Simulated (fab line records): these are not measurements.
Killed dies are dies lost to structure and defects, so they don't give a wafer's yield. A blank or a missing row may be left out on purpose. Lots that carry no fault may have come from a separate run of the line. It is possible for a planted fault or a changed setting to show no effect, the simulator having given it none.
One fault seen from 2 desks ; flow n5-finfet ; numbers are kept per desk, each desk with only its own; the story behind them comes last

## METROLOGY DESK
Lot by lot, what the gauges showed, no matter which tool ran the lot: averages of those sampled wafers that carry a number. Marked OUT: a lot whose mean sits more than 4 standard deviations from the usual mean, which makes it out of limits; the brackets give that distance. Readings shown: 7 of its 10, picked as those furthest out on some lot.
Columns: A = DIBL_N at N5_BEOL_M4_RC_MEAS_101, usual 36.7 mV/V; B = DIBL_P at N5_BEOL_M4_RC_MEAS_101, usual 37.4 mV/V; C = IOFF_N at N5_BEOL_M4_RC_MEAS_101, usual 0.18 nA/um; D = IOFF_P at N5_BEOL_M4_RC_MEAS_101, usual 0.23 nA/um; E = ION_P at N5_BEOL_M4_RC_MEAS_101, usual 467 uA/um; F = SS_N at N5_BEOL_M4_RC_MEAS_101, usual 71.7 mV/dec; G = SS_P at N5_BEOL_M4_RC_MEAS_101, usual 73.5 mV/dec
lot;first seen here;A;B;C;D;E;F;G
L642;day 8 07:54;34.2;34.1;0.13;0.17;468;70.7;72.3
L655;day 11 11:34;35.5;35.6;0.15;0.20;471;70.8;72.6
L657;day 11 18:53;37.2;38.8;0.17;0.24;466;71.6;73.5
L661;day 12 21:28;36.5;39.4;0.18;0.21;458;71.4;73.9
Finding of this desk: none of the 4 lots has anything out of limits.

## AT THE TOOL OWNER'S DESK: arfi-scanner-02
The tool's own readings at N5_PMOS_HMC_CHANNEL_EPI_EXPOSE_06 (exposes mask PMOS HMC BLK, target cd 240 nm): means of the sampled wafers that have a number, for each lot that ran on this tool. Marked OUT: a lot whose mean sits more than 4 standard deviations from the usual mean, which makes it out of limits; the brackets give that distance.
Columns: A = exposure-dose-mJ-cm2 at N5_PMOS_HMC_CHANNEL_EPI_EXPOSE_06, usual 40.97
lot;first seen here;A
L642;day 2 00:28;40.96
L655;day 5 04:43;39.20 (-46) OUT
L657;day 5 17:16;39.59 (-36) OUT
This desk's verdict: out of limits on L655, L657, starting with L655 at day 5 04:43 (exposure-dose-mJ-cm2 at N5_PMOS_HMC_CHANNEL_EPI_EXPOSE_06). L642: within limits.

## TAKEN TOGETHER
At day 5 04:43, on L655, L657, the tool owner's desk was in a position to raise an alarm.
The metrology desk saw nothing out of limits.
The metrology desk has L655, L657 on record, within its limits.
The lots listed all ran N5_PMOS_HMC_CHANNEL_EPI_EXPOSE_06 on arfi-scanner-02.

## WHAT THE SIMULATOR HAD INSERTED
Process parameter drift: arfi-scanner-02, from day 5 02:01 on, at N5_PMOS_HMC_CHANNEL_EPI_EXPOSE_06. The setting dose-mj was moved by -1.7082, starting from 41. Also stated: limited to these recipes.
Lots struck among those shown: L655, L657.
Hours from the fault's start to each desk's first reading out of limits: the tool owner's desk, 3.
